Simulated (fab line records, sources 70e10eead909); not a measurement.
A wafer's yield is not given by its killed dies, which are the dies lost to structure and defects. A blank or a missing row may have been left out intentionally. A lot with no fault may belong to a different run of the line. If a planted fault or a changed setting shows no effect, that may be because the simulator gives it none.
Matching of chambers    flow nand-harc    NHARC_A_BLC_DESCUM_15 on rie-diel-07: 4 sister chambers
The step chemistry O2, time 3 s. 30 wafers are shown with their chamber, then 12 later ones without.

EACH WAFER AND ITS CHAMBER
wafer   chamber  drypump-motor-current-A (A)  showerhead-plenum-p-Torr (Torr)  oes-product-au (a.u.)
L077.4  1        6.5                          1.89                             0.984
L077.5  0        5.7                          1.88                             1.004
L077.6  1        6.5                          1.89                             0.993
L076.2  1        6.5                          1.89                             0.996
L076.3  3        5.3                          1.85                             0.989
L076.4  0        5.7                          1.88                             1.016
L078.1  1        6.4                          1.89                             0.994
L078.2  3        5.3                          1.85                             1.006
L078.3  0        5.7                          1.88                             1.014
L083.2  2        5.4                          1.93                             0.986
L083.4  0        5.7                          1.88                             0.985
L083.5  1        6.5                          1.89                             0.989
L082.1  2        5.4                          1.93                             0.982
L082.2  0        5.7                          1.88                             0.996
L082.5  0        5.7                          1.88                             0.996
L084.2  3        5.3                          1.85                             0.990
L084.4  2        5.4                          1.93                             0.995
L084.6  1        6.5                          1.89                             0.996
L086.3  1        6.5                          1.89                             0.995
L086.4  2        5.4                          1.93                             0.983
L086.6  3        5.3                          1.85                             0.994
L085.2  3        5.3                          1.85                             0.994
L085.3  1        6.5                          1.89                             0.999
L085.4  0        5.7                          1.88                             1.014
L089.1  1        6.5                          1.88                             0.977
L089.2  2        5.4                          1.93                             0.984
L089.6  1        6.4                          1.89                             0.989
L087.3  3        5.3                          1.85                             0.983
L087.4  2        5.4                          1.93                             0.989
L087.6  3        5.3                          1.85                             0.986

SIGNATURES, as means of the wafers listed above
reading                   chamber 0  chamber 1  chamber 2  chamber 3  scatter within a chamber
drypump-motor-current-A   5.700      6.480      5.400      5.300      0.0248
showerhead-plenum-p-Torr  1.8800     1.8890     1.9300     1.8500     0.00186
oes-product-au            1.00357    0.99120    0.98650    0.99171    0.00803
Rule: a wafer's distance from a chamber is the root of the sum, over the readings, of the square of ((its reading less the chamber's mean) divided by the reading's scatter). If the next closest chamber is less than 2 further off than the closest, the wafer can't be placed; otherwise it belongs to the closest. The scatter: the root of (the sum of the squares of (reading less its chamber's mean) over the shown wafers, divided by (wafers less chambers)).

WAFERS WHOSE CHAMBER IS MISSING
wafer   drypump-motor-current-A (A)  showerhead-plenum-p-Torr (Torr)  oes-product-au (a.u.)
L090.2  6.5                          1.88                             0.991
L090.3  5.3                          1.85                             0.985
L090.5  6.4                          1.89                             0.987
L093.4  5.4                          1.93                             1.003
L093.5  6.4                          1.88                             1.000
L093.6  5.7                          1.87                             1.012
L097.1  5.7                          1.87                             1.007
L097.2  5.3                          1.85                             0.988
L097.5  5.4                          1.92                             0.998
L096.2  5.4                          1.92                             1.002
L096.3  5.7                          1.87                             0.998
L096.5  5.4                          1.92                             1.007

THE CHAMBER EACH PASSED THROUGH
wafer   from the rows above  in truth
L090.2  1                    1
L090.3  3                    3
L090.5  1                    1
L093.4  2                    2
L093.5  1                    1
L093.6  0                    0
L097.1  0                    0
L097.2  3                    3
L097.5  2                    2
L096.2  2                    2
L096.3  0                    0
L096.5  2                    2
Placed correctly: 12 of 12. Not placeable from these rows: 0. 0 placed wrongly.
